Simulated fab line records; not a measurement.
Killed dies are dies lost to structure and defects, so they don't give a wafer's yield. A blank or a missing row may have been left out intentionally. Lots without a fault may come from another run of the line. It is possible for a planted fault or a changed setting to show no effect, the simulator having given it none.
Matching of chambers | flow n5-finfet | rie-diel-05 running N5_BEOL_M5_ETCH_68: 4 sister chambers
The step etches SOC in N2/H2, target depth 80 nm, overetch 16 nm, time 120 s. 27 wafers are shown with their chamber, then 12 later ones without.

== WAFERS WITH THEIR CHAMBER ==
wafer  | chamber | drypump-motor-current-A (A) | showerhead-plenum-p-Torr (Torr) | throttle-valve-pct (%)
L074.2 | 1       | 6.0                         | 2.51                            | 18.31
L074.5 | 2       | 6.2                         | 2.43                            | 17.88
L074.6 | 1       | 6.0                         | 2.51                            | 18.32
L075.3 | 2       | 6.2                         | 2.43                            | 17.86
L075.4 | 3       | 6.7                         | 2.45                            | 17.81
L075.5 | 1       | 6.0                         | 2.51                            | 18.32
L079.1 | 3       | 6.8                         | 2.44                            | 17.84
L079.4 | 2       | 6.3                         | 2.42                            | 17.89
L079.6 | 0       | 4.7                         | 2.48                            | 17.56
L080.1 | 0       | 4.7                         | 2.47                            | 17.55
L080.3 | 2       | 6.2                         | 2.42                            | 17.89
L080.6 | 1       | 6.0                         | 2.51                            | 17.92
L078.1 | 2       | 6.2                         | 2.42                            | 17.91
L078.3 | 3       | 6.8                         | 2.44                            | 17.84
L078.6 | 1       | 6.0                         | 2.51                            | 17.90
L081.1 | 1       | 6.0                         | 2.51                            | 17.92
L081.4 | 2       | 6.2                         | 2.42                            | 17.89
L081.6 | 3       | 6.8                         | 2.44                            | 17.85
L088.2 | 2       | 6.2                         | 2.42                            | 17.93
L088.3 | 0       | 4.7                         | 2.47                            | 17.57
L088.5 | 2       | 6.2                         | 2.42                            | 17.90
L092.1 | 3       | 6.8                         | 2.43                            | 17.87
L092.4 | 1       | 6.0                         | 2.50                            | 17.94
L092.6 | 3       | 6.8                         | 2.44                            | 17.88
L093.1 | 3       | 6.8                         | 2.43                            | 17.87
L093.4 | 0       | 4.7                         | 2.47                            | 17.57
L093.5 | 2       | 6.2                         | 2.41                            | 17.93

SIGNATURES, as means of the wafers listed above
reading                  | chamber 0 | chamber 1 | chamber 2 | chamber 3 | scatter within a chamber
drypump-motor-current-A  | 4.700     | 6.000     | 6.211     | 6.786     | 0.0276
showerhead-plenum-p-Torr | 2.4725    | 2.5086    | 2.4211    | 2.4386    | 0.00565
throttle-valve-pct       | 17.5625   | 18.0900   | 17.8978   | 17.8514   | 0.11
Rule: for each reading, subtract the chamber's mean from the wafer's reading, divide by that reading's scatter and square the result; add these up over the readings and take the root, which gives the wafer's distance from the chamber. If the next closest chamber is less than 2 further off than the closest, the wafer can't be placed; otherwise it belongs to the closest. The scatter: take each reading less its chamber's mean, square it, sum over the shown wafers, divide by the number of wafers less the number of chambers, and take the root.

== WAFERS MISSING THEIR CHAMBER ==
wafer  | drypump-motor-current-A (A) | showerhead-plenum-p-Torr (Torr) | throttle-valve-pct (%)
L094.2 | 6.2                         | 2.41                            | 17.96
L094.3 | 6.8                         | 2.43                            | 17.88
L094.4 | 4.7                         | 2.46                            | 17.60
L095.1 | 6.0                         | 2.50                            | 17.95
L095.3 | 6.2                         | 2.41                            | 17.93
L095.4 | 4.7                         | 2.46                            | 17.59
L096.2 | 4.7                         | 2.46                            | 17.60
L096.3 | 6.2                         | 2.41                            | 17.94
L096.6 | 6.8                         | 2.43                            | 17.90
L097.1 | 6.0                         | 2.50                            | 17.96
L097.4 | 4.7                         | 2.46                            | 17.61
L097.5 | 6.2                         | 2.41                            | 17.95

== CHAMBER TAKEN BY EACH ==
wafer  | from the rows above | in truth
L094.2 | 2                   | 2
L094.3 | 3                   | 3
L094.4 | 0                   | 0
L095.1 | 1                   | 1
L095.3 | 2                   | 2
L095.4 | 0                   | 0
L096.2 | 0                   | 0
L096.3 | 2                   | 2
L096.6 | 3                   | 3
L097.1 | 1                   | 1
L097.4 | 0                   | 0
L097.5 | 2                   | 2
Correct placement for 12 of the 12. Can't be placed from these rows: 0. 0 placed wrongly.
